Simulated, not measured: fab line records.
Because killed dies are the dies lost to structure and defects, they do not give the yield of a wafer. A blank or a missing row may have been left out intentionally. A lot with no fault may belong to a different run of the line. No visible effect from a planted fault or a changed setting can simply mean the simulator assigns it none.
Chamber matching -- flow n5Finfet -- N5_BEOL_M1_ETCH_74 on rieDiel-05 has 4 sister chambers
The step etches underlayer in N2/H2, target depth 6.5 nm, time 5.2 s. 8 wafers are shown with their chamber, then 9 later ones without.

## WAFERS, EACH WITH ITS CHAMBER
wafer,chamber,showerheadPlenumPTorr (Torr),drypumpMotorCurrentA (A)
L078.6,0,2.45,5.4
L080.5,3,2.65,5.9
L080.6,1,2.62,6.3
L086.1,3,2.64,5.9
L086.5,2,2.61,5.5
L088.3,0,2.44,5.4
L088.5,2,2.61,5.4
L088.6,1,2.61,6.2

## WAFERS WITH NO CHAMBER GIVEN
wafer,showerheadPlenumPTorr (Torr),drypumpMotorCurrentA (A)
L090.2,2.44,5.4
L090.4,2.61,5.4
L090.6,2.64,5.9
L095.1,2.61,6.2
L095.2,2.61,5.4
L095.3,2.64,5.9
L097.2,2.44,5.4
L097.4,2.61,6.2
L097.6,2.64,5.9

## WHICH CHAMBER EACH ONE RAN IN
wafer,from the rows above,in truth
L090.2,0,0
L090.4,2,2
L090.6,3,3
L095.1,1,1
L095.2,2,2
L095.3,3,3
L097.2,0,0
L097.4,1,1
L097.6,3,3
Placed correctly: 9 of 9. Not placeable from these rows: 0. Wrongly placed: 0.
How it was worked out, from the rows above alone: a wafer's distance from a chamber is the root of the sum, over the readings, of the square of ((its reading less the chamber's mean) divided by the reading's scatter). The wafer belongs to the nearest chamber; if the next one is less than 2 further off, it can't be placed. Each chamber's mean is taken over the wafers shown for it. The scatter: the root of (the sum of the squares of (reading less its chamber's mean) over the shown wafers, divided by (wafers less chambers)).
